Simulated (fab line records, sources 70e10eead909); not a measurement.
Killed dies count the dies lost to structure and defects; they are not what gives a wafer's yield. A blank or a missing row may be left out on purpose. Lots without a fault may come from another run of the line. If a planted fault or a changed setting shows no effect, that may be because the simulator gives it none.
fab line records ; flow nand-harc
record lots=24; wafers=72; last-day=33
route steps=1302 shown A_CHANNEL_HOLE_D1@464 A_CHANNEL_HOLE_D2@582
lots that met no fault: taken from a fault-free run of the same line
start-h: the number of hours between the record's first day and the start of the first shown wafer of the lot ; wait-h: how many hours have passed since the lot's step before this one ; " the same as in the row above ; L1.1+2: one row covering several wafers at once ; - no value, or no start was given ; * or withheld: withheld ; < > ~ a bound
route shown NAME@n: names a module that has steps shown in the file, with the first one's number in the route ; usual: mean/standard deviation of fault-free wafers ; same: alike in all rows ; chamber/n: place in a boat ; sites: per-site readings ; _std_site: their standard deviation ; _edge_site: the outer-site mean with the inner-site mean subtracted ; radius-mm: how far each site lies from the wafer's centre ; mask NAME#n: copy n ; behind: the tool/chamber that last shaped the wafer ; hold: why the lot was held/for how many hours/how that ended ; device: transistor that didn't switch, given as n, p or np ; end of line: tests run on the same wafers once the route is complete ; for a step that has no rows: nothing shown but its recipe ; killed: dies lost to structure and defects at the first sort, not the wafer's yield ; map: a wafer's dies, x killed, . not, _ none there
set.NAME: setting as actually run; set.NAME@STEP: the setting as run at that earlier step ; model.NAME: the simulator's own value behind a step, which no gauge read
the route's steps for a sample of lots (tables are steps, rows are wafers)
services: from which hour (start-h, from the record's first day; less than 0 if before it) a tool's chamber was out of use, for how many hours, and why
## steps
# step NHARC_A_CHANNEL_HOLE_D1_INSPECT_12
# usual raw-defect-count=5.2/2.5
lot.wafer;tool;chamber;start-h;wait-h;raw-defect-count
L074.2;defect-inspect-01;-;183.78;0.0;5
L074.3;defect-inspect-01;-;183.78;0.0;2
L074.6;defect-inspect-01;-;183.78;0.0;9
L075.1;defect-inspect-02;-;188.33;0.0;4
L075.3;defect-inspect-02;-;188.33;0.0;6
L075.6;defect-inspect-02;-;188.33;0.0;4
L076.3;defect-inspect-02;-;201.40;0.0;4
L076.5;defect-inspect-02;-;201.40;0.0;4
L076.6;defect-inspect-02;-;201.40;0.0;2
L077.1;defect-inspect-01;-;216.68;0.0;6
L077.3;defect-inspect-01;-;216.68;0.0;8
L077.5;defect-inspect-01;-;216.68;0.0;4
L078.1;defect-inspect-02;-;222.58;0.0;6
L078.2;defect-inspect-02;-;222.58;0.0;2
L078.5;defect-inspect-02;-;222.58;0.0;6
L079.1;defect-inspect-02;-;231.78;0.0;4
L079.3;defect-inspect-02;-;231.78;0.0;5
L079.4;defect-inspect-02;-;231.78;0.0;5
L081.1;defect-inspect-02;-;239.98;0.0;4
L081.2;defect-inspect-02;-;239.98;0.0;2
L081.6;defect-inspect-02;-;239.98;0.0;5
L080.1;defect-inspect-02;-;240.29;0.0;4
L080.3;defect-inspect-02;-;240.29;0.0;4
L080.5;defect-inspect-02;-;240.29;0.0;6
L082.1;defect-inspect-01;-;261.10;0.0;4
L082.4;defect-inspect-01;-;261.10;0.0;6
L082.5;defect-inspect-01;-;261.10;0.0;6
L084.2;defect-inspect-02;-;273.98;0.0;3
L084.4;defect-inspect-02;-;273.98;0.0;3
L084.5;defect-inspect-02;-;273.98;0.0;2
L083.4;defect-inspect-01;-;275.52;0.0;10
L083.5;defect-inspect-01;-;275.52;0.0;9
L083.6;defect-inspect-01;-;275.52;0.0;8
L085.1;defect-inspect-01;-;286.86;0.0;6
L085.2;defect-inspect-01;-;286.86;0.0;7
L085.6;defect-inspect-01;-;286.86;0.0;4
L086.2;defect-inspect-02;-;301.14;0.0;13
L086.3;defect-inspect-02;-;301.14;0.0;11
L086.4;defect-inspect-02;-;301.14;0.0;5
L088.1;defect-inspect-01;-;323.33;0.0;8
L088.3;defect-inspect-01;-;323.33;0.0;2
L088.5;defect-inspect-01;-;323.33;0.0;3
L087.1;defect-inspect-02;-;324.77;0.0;10
L087.5;defect-inspect-02;-;324.77;0.0;3
L087.6;defect-inspect-02;-;324.77;0.0;1
L089.3;defect-inspect-02;-;344.08;0.0;6
L089.5;defect-inspect-02;-;344.08;0.0;3
L089.6;defect-inspect-02;-;344.08;0.0;3
L090.1;defect-inspect-02;-;344.37;0.0;3
L090.2;defect-inspect-02;-;344.37;0.0;3
L090.6;defect-inspect-02;-;344.37;0.0;7
L091.2;defect-inspect-01;-;352.02;0.0;3
L091.4;defect-inspect-01;-;352.02;0.0;3
L091.5;defect-inspect-01;-;352.02;0.0;9
L092.2;defect-inspect-02;-;368.59;0.0;4
L092.5;defect-inspect-02;-;368.59;0.0;8
L092.6;defect-inspect-02;-;368.59;0.0;8
L093.1;defect-inspect-02;-;375.29;0.0;2
L093.5;defect-inspect-02;-;375.29;0.0;5
L093.6;defect-inspect-02;-;375.29;0.0;3
L094.1;defect-inspect-02;-;384.50;0.0;6
L094.3;defect-inspect-02;-;384.50;0.0;6
L094.6;defect-inspect-02;-;384.50;0.0;9
L095.1;defect-inspect-02;-;390.06;0.0;3
L095.2;defect-inspect-02;-;390.06;0.0;8
L095.3;defect-inspect-02;-;390.06;0.0;3
L096.1;defect-inspect-02;-;390.24;0.0;3
L096.2;defect-inspect-02;-;390.24;0.0;7
L096.6;defect-inspect-02;-;390.24;0.0;10
L097.1;defect-inspect-02;-;406.27;0.0;6
L097.2;defect-inspect-02;-;406.27;0.0;6
L097.3;defect-inspect-02;-;406.27;0.0;3
# step NHARC_A_CHANNEL_HOLE_D1_CD_MEAS_18
# usual cd-nm=101.1/1.7
lot.wafer;tool;chamber;start-h;wait-h;cd-nm
L074.2;cd-sem-03;-;185.16;-;104.3
L074.3;cd-sem-03;-;185.16;-;99.2
L074.6;cd-sem-03;-;185.16;-;102.3
L075.1;cd-sem-02;-;189.49;-;99.6
L075.3;cd-sem-02;-;189.49;-;99.2
L075.6;cd-sem-02;-;189.49;-;98.5
L076.3;cd-sem-03;-;202.60;-;100.1
L076.5;cd-sem-03;-;202.60;-;100.4
L076.6;cd-sem-03;-;202.60;-;100.8
L077.1;cd-sem-02;-;217.85;-;101.7
L077.3;cd-sem-02;-;217.85;-;103.7
L077.5;cd-sem-02;-;217.85;-;103.0
L078.1;cd-sem-03;-;224.05;-;101.6
L078.2;cd-sem-03;-;224.05;-;102.3
L078.5;cd-sem-03;-;224.05;-;102.1
L079.1;cd-sem-01;-;233.00;-;101.1
L079.3;cd-sem-01;-;233.00;-;102.4
L079.4;cd-sem-01;-;233.00;-;100.5
L081.1;cd-sem-02;-;241.15;-;101.0
L081.2;cd-sem-02;-;241.15;-;102.3
L081.6;cd-sem-02;-;241.15;-;102.9
L080.1;cd-sem-03;-;241.57;-;99.9
L080.3;cd-sem-03;-;241.57;-;102.1
L080.5;cd-sem-03;-;241.57;-;100.8
L082.1;cd-sem-03;-;262.28;-;102.5
L082.4;cd-sem-03;-;262.28;-;101.0
L082.5;cd-sem-03;-;262.28;-;100.3
L084.2;cd-sem-03;-;275.19;-;98.1
L084.4;cd-sem-03;-;275.19;-;98.7
L084.5;cd-sem-03;-;275.19;-;98.9
L083.4;cd-sem-03;-;276.71;-;102.5
L083.5;cd-sem-03;-;276.71;-;102.5
L083.6;cd-sem-03;-;276.71;-;103.5
L085.1;cd-sem-01;-;288.04;-;102.1
L085.2;cd-sem-01;-;288.04;-;100.4
L085.6;cd-sem-01;-;288.04;-;99.6
L086.2;cd-sem-01;-;302.30;-;104.0
L086.3;cd-sem-01;-;302.30;-;101.2
L086.4;cd-sem-01;-;302.30;-;100.1
L088.1;cd-sem-01;-;324.49;-;99.6
L088.3;cd-sem-01;-;324.49;-;102.5
L088.5;cd-sem-01;-;324.49;-;102.7
L087.1;cd-sem-03;-;326.20;-;97.8
L087.5;cd-sem-03;-;326.20;-;101.0
L087.6;cd-sem-03;-;326.20;-;97.5
L089.3;cd-sem-01;-;345.26;-;101.8
L089.5;cd-sem-01;-;345.26;-;101.1
L089.6;cd-sem-01;-;345.26;-;104.5
L090.1;cd-sem-03;-;345.75;-;101.7
L090.2;cd-sem-03;-;345.75;-;101.7
L090.6;cd-sem-03;-;345.75;-;99.8
L091.2;cd-sem-03;-;353.19;-;101.5
L091.4;cd-sem-03;-;353.19;-;100.6
L091.5;cd-sem-03;-;353.19;-;100.9
L092.2;cd-sem-01;-;369.76;-;101.9
L092.5;cd-sem-01;-;369.76;-;101.6
L092.6;cd-sem-01;-;369.76;-;100.8
L093.1;cd-sem-02;-;376.47;-;102.0
L093.5;cd-sem-02;-;376.47;-;103.2
L093.6;cd-sem-02;-;376.47;-;101.1
L094.1;cd-sem-03;-;385.67;-;100.6
L094.3;cd-sem-03;-;385.67;-;101.9
L094.6;cd-sem-03;-;385.67;-;103.2
L095.1;cd-sem-02;-;391.23;-;100.7
L095.2;cd-sem-02;-;391.23;-;100.2
L095.3;cd-sem-02;-;391.23;-;99.9
L096.1;cd-sem-02;-;391.40;-;102.6
L096.2;cd-sem-02;-;391.40;-;100.7
L096.6;cd-sem-02;-;391.40;-;104.7
L097.1;cd-sem-01;-;407.44;-;100.6
L097.2;cd-sem-01;-;407.44;-;100.1
L097.3;cd-sem-01;-;407.44;-;100.3
# step NHARC_A_CHANNEL_HOLE_D2_CD_MEAS_10
# recipe target-cd-nm=100; landing-energy-ev=500
# usual cd-nm=100.1/0.56
lot.wafer;tool;chamber;start-h;wait-h;cd-nm
L074.2;cd-sem-02;0;297.21;-;100.3
L074.3;cd-sem-02;0;297.21;-;100.8
L074.6;cd-sem-02;0;297.21;-;100.7
L075.1;cd-sem-01;0;297.51;-;100.1
L075.3;cd-sem-01;0;297.51;-;100.0
L075.6;cd-sem-01;0;297.51;-;99.5
L076.3;cd-sem-01;0;321.28;-;100.0
L076.5;cd-sem-01;0;321.28;-;99.3
L076.6;cd-sem-01;0;321.28;-;99.3
L077.1;cd-sem-01;0;327.20;-;99.3
L077.3;cd-sem-01;0;327.20;-;99.7
L077.5;cd-sem-01;0;327.20;-;100.8
L078.1;cd-sem-01;0;338.21;-;100.1
L078.2;cd-sem-01;0;338.21;-;100.5
L078.5;cd-sem-01;0;338.21;-;101.0
L079.1;cd-sem-01;0;345.98;-;100.0
L079.3;cd-sem-01;0;345.98;-;100.7
L079.4;cd-sem-01;0;345.98;-;100.8
L080.1;cd-sem-01;0;346.20;-;100.9
L080.3;cd-sem-01;0;346.20;-;101.4
L080.5;cd-sem-01;0;346.20;-;100.2
L081.1;cd-sem-01;0;346.36;-;99.9
L081.2;cd-sem-01;0;346.36;-;100.4
L081.6;cd-sem-01;0;346.36;-;100.8
L082.1;cd-sem-03;0;372.73;-;100.2
L082.4;cd-sem-03;0;372.73;-;100.0
L082.5;cd-sem-03;0;372.73;-;100.1
L083.4;cd-sem-02;0;393.19;-;100.0
L083.5;cd-sem-02;0;393.19;-;100.7
L083.6;cd-sem-02;0;393.19;-;100.4
L084.2;cd-sem-02;0;393.34;-;100.0
L084.4;cd-sem-02;0;393.34;-;101.1
L084.5;cd-sem-02;0;393.34;-;100.1
L085.1;cd-sem-01;0;393.49;-;100.0
L085.2;cd-sem-01;0;393.49;-;99.9
L085.6;cd-sem-01;0;393.49;-;100.3
L086.2;cd-sem-01;0;408.51;-;100.2
L086.3;cd-sem-01;0;408.51;-;99.7
L086.4;cd-sem-01;0;408.51;-;100.3
L087.1;cd-sem-02;0;437.76;-;101.1
L087.5;cd-sem-02;0;437.76;-;99.7
L087.6;cd-sem-02;0;437.76;-;99.6
L088.1;cd-sem-01;0;439.45;-;99.3
L088.3;cd-sem-01;0;439.45;-;99.7
L088.5;cd-sem-01;0;439.45;-;100.4
L089.3;cd-sem-01;0;452.30;-;98.9
L089.5;cd-sem-01;0;452.30;-;99.3
L089.6;cd-sem-01;0;452.30;-;98.1
L090.1;cd-sem-03;0;452.74;-;100.3
L090.2;cd-sem-03;0;452.74;-;100.2
L090.6;cd-sem-03;0;452.74;-;99.7
L091.2;cd-sem-03;0;466.10;-;100.8
L091.4;cd-sem-03;0;466.10;-;100.8
L091.5;cd-sem-03;0;466.10;-;100.5
L092.2;cd-sem-01;0;486.27;-;101.0
L092.5;cd-sem-01;0;486.27;-;100.4
L092.6;cd-sem-01;0;486.27;-;100.3
L093.1;cd-sem-01;0;487.15;-;99.9
L093.5;cd-sem-01;0;487.15;-;100.0
L093.6;cd-sem-01;0;487.15;-;100.0
L094.1;cd-sem-01;0;505.08;-;99.4
L094.3;cd-sem-01;0;505.08;-;99.6
L094.6;cd-sem-01;0;505.08;-;100.4
L095.1;cd-sem-03;0;506.02;-;99.8
L095.2;cd-sem-03;0;506.02;-;100.4
L095.3;cd-sem-03;0;506.02;-;99.7
L097.1;cd-sem-02;0;516.49;-;100.0
L097.2;cd-sem-02;0;516.49;-;100.0
L097.3;cd-sem-02;0;516.49;-;100.3
L096.1;cd-sem-01;0;518.41;-;100.4
L096.2;cd-sem-01;0;518.41;-;100.8
L096.6;cd-sem-01;0;518.41;-;100.2
# step NHARC_A_CHANNEL_HOLE_D2_INSPECT_12
# usual raw-defect-count=35/24
lot.wafer;tool;chamber;start-h;wait-h;raw-defect-count
L074.2;defect-inspect-01;-;297.34;0.0;46
L074.3;defect-inspect-01;-;297.34;0.0;43
L074.6;defect-inspect-01;-;297.34;0.0;52
L075.1;defect-inspect-02;-;297.63;0.0;10
L075.3;defect-inspect-02;-;297.63;0.0;3
L075.6;defect-inspect-02;-;297.63;0.0;3
L076.3;defect-inspect-02;-;321.40;0.0;59
L076.5;defect-inspect-02;-;321.40;0.0;47
L076.6;defect-inspect-02;-;321.40;0.0;56
L077.1;defect-inspect-01;-;327.33;0.0;3
L077.3;defect-inspect-01;-;327.33;0.0;3
L077.5;defect-inspect-01;-;327.33;0.0;6
L078.1;defect-inspect-01;-;338.33;0.0;56
L078.2;defect-inspect-01;-;338.33;0.0;54
L078.5;defect-inspect-01;-;338.33;0.0;67
L079.1;defect-inspect-02;-;346.12;0.0;5
L079.3;defect-inspect-02;-;346.12;0.0;4
L079.4;defect-inspect-02;-;346.12;0.0;4
L080.1;defect-inspect-02;-;346.33;0.0;4
L080.3;defect-inspect-02;-;346.33;0.0;4
L080.5;defect-inspect-02;-;346.33;0.0;11
L081.1;defect-inspect-02;-;346.49;0.0;51
L081.2;defect-inspect-02;-;346.49;0.0;48
L081.6;defect-inspect-02;-;346.49;0.0;47
L082.1;defect-inspect-01;-;372.85;0.0;56
L082.4;defect-inspect-01;-;372.85;0.0;59
L082.5;defect-inspect-01;-;372.85;0.0;52
L083.4;defect-inspect-02;-;393.31;0.0;52
L083.5;defect-inspect-02;-;393.31;0.0;57
L083.6;defect-inspect-02;-;393.31;0.0;39
L084.2;defect-inspect-02;-;393.46;0.0;56
L084.4;defect-inspect-02;-;393.46;0.0;57
L084.5;defect-inspect-02;-;393.46;0.0;52
L085.1;defect-inspect-02;-;393.61;0.0;13
L085.2;defect-inspect-02;-;393.61;0.0;12
L085.6;defect-inspect-02;-;393.61;0.0;8
L086.2;defect-inspect-01;-;408.63;0.0;55
L086.3;defect-inspect-01;-;408.63;0.0;62
L086.4;defect-inspect-01;-;408.63;0.0;51
L087.1;defect-inspect-02;-;437.89;0.0;12
L087.5;defect-inspect-02;-;437.89;0.0;14
L087.6;defect-inspect-02;-;437.89;0.0;14
L088.1;defect-inspect-02;-;439.57;0.0;47
L088.3;defect-inspect-02;-;439.57;0.0;55
L088.5;defect-inspect-02;-;439.57;0.0;42
L089.3;defect-inspect-01;-;452.42;0.0;17
L089.5;defect-inspect-01;-;452.42;0.0;17
L089.6;defect-inspect-01;-;452.42;0.0;8
L090.1;defect-inspect-01;-;452.87;0.0;60
L090.2;defect-inspect-01;-;452.87;0.0;54
L090.6;defect-inspect-01;-;452.87;0.0;52
L091.2;defect-inspect-01;-;466.22;0.0;54
L091.4;defect-inspect-01;-;466.22;0.0;50
L091.5;defect-inspect-01;-;466.22;0.0;56
L092.2;defect-inspect-01;-;486.39;0.0;45
L092.5;defect-inspect-01;-;486.39;0.0;55
L092.6;defect-inspect-01;-;486.39;0.0;47
L093.1;defect-inspect-02;-;487.28;0.0;64
L093.5;defect-inspect-02;-;487.28;0.0;73
L093.6;defect-inspect-02;-;487.28;0.0;58
L094.1;defect-inspect-02;-;505.20;0.0;31
L094.3;defect-inspect-02;-;505.20;0.0;25
L094.6;defect-inspect-02;-;505.20;0.0;26
L095.1;defect-inspect-01;-;506.15;0.0;25
L095.2;defect-inspect-01;-;506.15;0.0;22
L095.3;defect-inspect-01;-;506.15;0.0;14
L097.1;defect-inspect-02;-;516.62;0.0;2
L097.2;defect-inspect-02;-;516.62;0.0;4
L097.3;defect-inspect-02;-;516.62;0.0;5
L096.1;defect-inspect-01;-;518.54;0.0;7
L096.2;defect-inspect-01;-;518.54;0.0;4
L096.6;defect-inspect-01;-;518.54;0.0;9
# step NHARC_A_CHANNEL_HOLE_D2_ETCH_23
# recipe bias-v=5000; source-w=withheld; pressure-mtorr=20; time-s=819; ar-flow-sccm=375; c4f8-flow-sccm=89.3; o2-flow-sccm=35.7; temp-c=-20; target-depth-a=16000; chemistry=C4F8/O2/Ar
# usual chamber-pressure-mTorr=20.000/0.019; drypump-motor-current-A=5.80/0.11; showerhead-plenum-p-Torr=3.70/0.13; throttle-valve-pct=32.155/0.0093
lot.wafer;tool;chamber;start-h;wait-h;chamber-pressure-mTorr;drypump-motor-current-A;rf-hours-counter-h;showerhead-plenum-p-Torr;throttle-valve-pct
L074.2;har-etch-02;1;300.13;0.5;20.031;5.95;358;3.49;32.137
L074.3;har-etch-02;0;300.13;0.5;19.987;5.83;-;3.52;32.148
L074.6;har-etch-02;0;300.13;0.5;19.992;5.86;-;3.52;32.165
L075.1;har-etch-01;1;300.44;0.5;19.988;5.66;154;3.68;32.148
L075.3;har-etch-01;0;300.44;0.5;19.992;5.78;-;3.70;32.156
L075.6;har-etch-01;0;300.44;0.5;20.030;5.79;-;3.70;32.151
L076.3;har-etch-01;1;324.43;0.5;20.006;5.66;-;3.67;32.147
L076.5;har-etch-01;0;324.43;0.5;20.013;5.82;-;3.69;32.162
L076.6;har-etch-01;1;324.43;0.5;19.972;5.65;-;3.67;32.160
L077.1;har-etch-01;1;332.52;0.5;19.991;5.68;173;3.67;32.145
L077.3;har-etch-01;1;332.52;0.5;19.988;5.67;-;3.67;32.148
L077.5;har-etch-01;1;332.52;0.5;20.004;5.67;-;3.67;32.158
L078.1;har-etch-02;0;341.00;0.5;19.997;5.88;377;3.51;32.161
L078.2;har-etch-02;1;341.00;0.5;19.981;5.96;377;3.48;32.178
L078.5;har-etch-02;1;341.00;0.5;20.020;5.97;-;3.48;32.162
L079.1;har-etch-01;0;351.03;0.5;19.968;5.77;181;3.68;32.172
L079.4;har-etch-01;1;351.03;0.5;20.030;5.65;-;3.66;32.157
L079.3;har-etch-01;0;351.03;0.5;19.961;5.76;-;3.68;32.160
L080.1;har-etch-02;1;351.53;0.5;20.003;5.97;384;3.48;32.156
L080.3;har-etch-02;0;351.53;0.5;20.006;5.86;-;3.50;32.156
L080.5;har-etch-02;1;351.53;0.5;19.984;5.97;-;3.48;32.149
L081.1;har-etch-01;0;355.06;0.5;20.022;5.76;184;3.68;32.141
L081.2;har-etch-01;1;355.06;0.5;20.017;5.68;184;3.66;32.165
L081.6;har-etch-01;1;355.06;0.5;20.006;5.65;-;3.66;32.146
L082.1;har-etch-01;0;375.72;0.5;19.974;5.80;199;3.67;32.154
L082.4;har-etch-01;1;375.72;0.5;20.027;5.67;-;3.65;32.165
L082.5;har-etch-01;0;375.72;0.5;19.990;5.81;-;3.67;32.155
L083.4;har-etch-01;0;399.99;0.5;19.984;5.82;-;3.66;32.146
L083.5;har-etch-01;0;399.99;0.5;20.021;5.80;-;3.66;32.162
L083.6;har-etch-01;1;399.99;0.5;20.011;5.67;-;3.64;32.135
L084.2;har-etch-02;0;403.42;0.5;19.972;5.86;5;3.93;32.153
L084.4;har-etch-02;1;403.42;0.5;19.994;5.96;-;3.93;32.177
L084.5;har-etch-02;0;403.42;0.5;20.003;5.87;-;3.93;32.176
L085.2;har-etch-01;0;403.92;0.5;19.987;5.83;222;3.66;32.164
L085.1;har-etch-01;1;403.92;0.5;19.999;5.66;222;3.64;32.169
L085.6;har-etch-01;0;403.92;0.5;20.022;5.83;-;3.66;32.162
L086.2;har-etch-01;1;411.32;0.5;19.970;5.66;226;3.64;32.153
L086.4;har-etch-01;1;411.32;0.5;19.988;5.67;-;3.64;32.154
L086.3;har-etch-01;0;411.32;0.5;19.997;5.77;-;3.66;32.151
L087.1;har-etch-01;1;441.07;0.5;19.976;5.65;237;3.63;32.155
L087.5;har-etch-01;0;441.07;0.5;20.010;5.80;-;3.65;32.149
L087.6;har-etch-01;1;441.07;0.5;20.002;5.66;-;3.63;32.139
L088.1;har-etch-02;0;444.36;0.5;19.985;5.88;24;3.92;32.151
L088.3;har-etch-02;1;444.36;0.5;19.991;5.97;-;3.92;32.152
L088.5;har-etch-02;1;444.36;0.5;19.995;5.98;-;3.92;32.154
L089.3;har-etch-02;1;456.68;0.5;19.997;5.98;-;3.91;32.153
L089.6;har-etch-02;1;456.68;0.5;20.009;5.96;-;3.91;32.159
L089.5;har-etch-02;0;456.68;0.5;20.015;5.84;-;3.91;32.150
L090.2;har-etch-01;0;458.73;0.5;20.024;5.80;253;3.64;32.176
L090.1;har-etch-01;1;458.73;0.5;19.971;5.68;253;3.62;32.155
L090.6;har-etch-01;1;458.73;0.5;20.014;5.66;-;3.63;32.160
L091.2;har-etch-01;1;468.90;0.5;20.010;5.66;257;3.62;32.161
L091.4;har-etch-01;0;468.90;0.5;19.991;5.75;-;3.64;32.157
L091.5;har-etch-01;0;468.90;0.5;20.008;5.82;-;3.64;32.152
L092.2;har-etch-02;1;489.06;0.5;20.029;5.97;51;3.90;32.153
L092.5;har-etch-02;1;489.06;0.5;20.008;5.97;-;3.90;32.159
L092.6;har-etch-02;0;489.06;0.5;19.970;5.86;-;3.90;32.154
L093.1;har-etch-01;0;489.97;0.5;20.008;5.82;268;3.63;32.144
L093.6;har-etch-01;0;489.97;0.5;19.991;5.86;-;3.63;32.145
L093.5;har-etch-01;1;489.97;0.5;20.036;5.66;-;3.62;32.151
L094.1;har-etch-02;1;510.53;0.5;19.993;5.96;63;3.90;32.145
L094.3;har-etch-02;0;510.53;0.5;20.000;5.87;-;3.90;32.129
L094.6;har-etch-02;0;510.53;0.5;20.035;5.86;-;3.90;32.147
L095.2;har-etch-01;0;511.11;0.5;19.955;5.78;280;3.63;32.164
L095.1;har-etch-01;1;511.11;0.5;20.031;5.66;280;3.61;32.150
L095.3;har-etch-01;1;511.11;0.5;20.031;5.68;-;3.61;32.148
L097.2;har-etch-01;0;519.29;0.5;19.996;5.78;287;3.62;32.162
L097.1;har-etch-01;1;519.29;0.5;20.041;5.66;287;3.61;32.142
L097.3;har-etch-01;1;519.29;0.5;19.990;5.68;-;3.61;32.156
L096.2;har-etch-02;0;522.21;0.5;20.014;5.85;74;3.89;32.158
L096.1;har-etch-02;1;522.21;0.5;19.981;5.96;74;3.89;32.148
L096.6;har-etch-02;0;522.21;0.5;20.042;5.83;-;3.89;32.164
# step NHARC_A_CHANNEL_HOLE_D2_CD_MEAS_31
# usual cd-nm=90.2/1.3
lot.wafer;tool;chamber;start-h;wait-h;cd-nm
L074.2;cd-sem-03;-;304.12;-;91.4
L074.3;cd-sem-03;-;304.12;-;92.0
L074.6;cd-sem-03;-;304.12;-;91.5
L075.1;cd-sem-01;-;304.41;-;88.3
L075.3;cd-sem-01;-;304.41;-;89.8
L075.6;cd-sem-01;-;304.41;-;89.8
L076.3;cd-sem-03;-;328.16;-;88.0
L076.5;cd-sem-03;-;328.16;-;91.2
L076.6;cd-sem-03;-;328.16;-;90.0
L077.1;cd-sem-01;-;336.48;-;90.7
L077.3;cd-sem-01;-;336.48;-;89.9
L077.5;cd-sem-01;-;336.48;-;88.8
L078.1;cd-sem-03;-;345.08;-;90.5
L078.2;cd-sem-03;-;345.08;-;90.2
L078.5;cd-sem-03;-;345.08;-;89.9
L079.1;cd-sem-02;-;354.99;-;88.8
L079.3;cd-sem-02;-;354.99;-;93.0
L079.4;cd-sem-02;-;354.99;-;92.2
L080.1;cd-sem-01;-;355.50;-;91.0
L080.3;cd-sem-01;-;355.50;-;92.3
L080.5;cd-sem-01;-;355.50;-;90.1
L081.1;cd-sem-02;-;359.14;-;90.2
L081.2;cd-sem-02;-;359.14;-;91.5
L081.6;cd-sem-02;-;359.14;-;90.7
L082.1;cd-sem-01;-;379.69;-;89.8
L082.4;cd-sem-01;-;379.69;-;90.0
L082.5;cd-sem-01;-;379.69;-;90.5
L083.4;cd-sem-02;-;403.89;0.1;92.6
L083.5;cd-sem-02;-;403.89;0.1;94.1
L083.6;cd-sem-02;-;403.89;0.1;90.3
L084.2;cd-sem-03;-;407.59;0.1;90.0
L084.4;cd-sem-03;-;407.59;0.1;90.8
L084.5;cd-sem-03;-;407.59;0.1;90.0
L085.1;cd-sem-01;-;408.05;-;88.1
L085.2;cd-sem-01;-;408.05;-;90.5
L085.6;cd-sem-01;-;408.05;-;90.4
L086.2;cd-sem-02;-;415.40;-;91.6
L086.3;cd-sem-02;-;415.40;-;89.7
L086.4;cd-sem-02;-;415.40;-;90.8
L087.1;cd-sem-03;-;445.05;-;91.5
L087.5;cd-sem-03;-;445.05;-;89.6
L087.6;cd-sem-03;-;445.05;-;91.3
L088.1;cd-sem-02;-;448.59;-;90.4
L088.3;cd-sem-02;-;448.59;-;88.5
L088.5;cd-sem-02;-;448.59;-;91.3
L089.3;cd-sem-01;-;460.55;-;90.5
L089.5;cd-sem-01;-;460.55;-;89.4
L089.6;cd-sem-01;-;460.55;-;90.0
L090.1;cd-sem-03;-;462.98;-;90.4
L090.2;cd-sem-03;-;462.98;-;88.6
L090.6;cd-sem-03;-;462.98;-;87.3
L091.2;cd-sem-01;-;472.97;-;89.2
L091.4;cd-sem-01;-;472.97;-;91.8
L091.5;cd-sem-01;-;472.97;-;87.4
L092.2;cd-sem-01;-;493.14;-;89.2
L092.5;cd-sem-01;-;493.14;-;88.4
L092.6;cd-sem-01;-;493.14;-;91.1
L093.1;cd-sem-03;-;494.04;-;91.2
L093.5;cd-sem-03;-;494.04;-;90.7
L093.6;cd-sem-03;-;494.04;-;89.5
L094.1;cd-sem-03;-;514.64;-;89.3
L094.3;cd-sem-03;-;514.64;-;90.2
L094.6;cd-sem-03;-;514.64;-;90.2
L095.1;cd-sem-02;-;515.35;-;88.9
L095.2;cd-sem-02;-;515.35;-;89.2
L095.3;cd-sem-02;-;515.35;-;89.6
L097.1;cd-sem-02;-;523.39;-;88.0
L097.2;cd-sem-02;-;523.39;-;90.4
L097.3;cd-sem-02;-;523.39;-;89.2
L096.1;cd-sem-03;-;526.31;-;89.9
L096.2;cd-sem-03;-;526.31;-;93.1
L096.6;cd-sem-03;-;526.31;-;89.7
## services
tool;chamber;start-h;hours;kind
har-etch-02;-;366.35;0.4;repair
har-etch-02;-;380.70;17.0;pm
har-etch-02;0;380.70;17.0;vent-cycle
har-etch-02;1;380.70;17.0;vent-cycle
har-etch-02;0;397.70;-;clean
har-etch-02;0;397.70;-;consumable-replace:focus-ring
har-etch-02;0;397.70;-;consumable-replace:showerhead
har-etch-02;1;397.70;-;clean
har-etch-02;1;397.70;-;consumable-replace:esc
har-etch-02;1;397.70;-;consumable-replace:focus-ring
har-etch-02;1;397.70;-;consumable-replace:showerhead
## key
fault none
